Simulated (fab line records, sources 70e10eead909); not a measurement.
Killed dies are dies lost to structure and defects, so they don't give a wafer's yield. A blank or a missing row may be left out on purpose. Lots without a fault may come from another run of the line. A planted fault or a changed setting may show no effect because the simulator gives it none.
Which tool did it? | flow nand_harc | 6 lots, 18 wafers sampled, at 2 steps of a route of 1159

WHAT THE GAUGES READ, wafer by wafer
NHARC_HYBRID_BOND_INSPECT_06: inspects for defects (ir void).
lot  | measured     | on                | raw_defect_count
L954 | day 19 09:19 | defect_inspect-02 | 21 23 29
L955 | day 19 17:40 | defect_inspect-02 | 38 40 28
L956 | day 20 01:07 | defect_inspect-01 | 25 29 31
L961 | day 21 07:10 | defect_inspect-02 | 19 18 23
L972 | day 23 14:23 | defect_inspect-02 | 44 38 39
L975 | day 24 13:53 | defect_inspect-02 | 48 65 59

WHICH TOOL RAN EACH LOT (tool, then ch and the chambers of the sampled wafers, then the start)
lot  | NHARC_A_BONDPAD_CMP_29
L954 | cmp-03 ch 1,2, day 18 14:20
L955 | cmp-03 ch 0,1,3, day 19 02:40
L956 | cmp-01 ch 0,1,3, day 19 12:03
L961 | cmp-03 ch 0,2, day 20 16:45
L972 | cmp-01 ch 0,2,3, day 23 00:50
L975 | cmp-02 ch 0,1,3, day 24 00:01
- NHARC_A_BONDPAD_CMP_29: polishes SiCN, target thk 200 nm.

THE ANSWER, worked out from the rows above alone
Rule: what is usual is taken from the lots themselves. Put in order of their means at a reading, lots are off if they are a third of the lots or fewer, leave a main group of 4 or more, and stand apart from it by a gap of 3 or more times the standard deviation of the main group's means; of several such gaps the widest counts. A main group whose means are all the same, to the digits that the tables above print for the reading, isn't used. A lot without any number at a reading at which 4 lots or more have one is off too. The other lots that the step has rows for count as sound.
No lot is off at any reading shown: from this, nothing can be told.

WHAT THE SIMULATOR HAD PUT IN
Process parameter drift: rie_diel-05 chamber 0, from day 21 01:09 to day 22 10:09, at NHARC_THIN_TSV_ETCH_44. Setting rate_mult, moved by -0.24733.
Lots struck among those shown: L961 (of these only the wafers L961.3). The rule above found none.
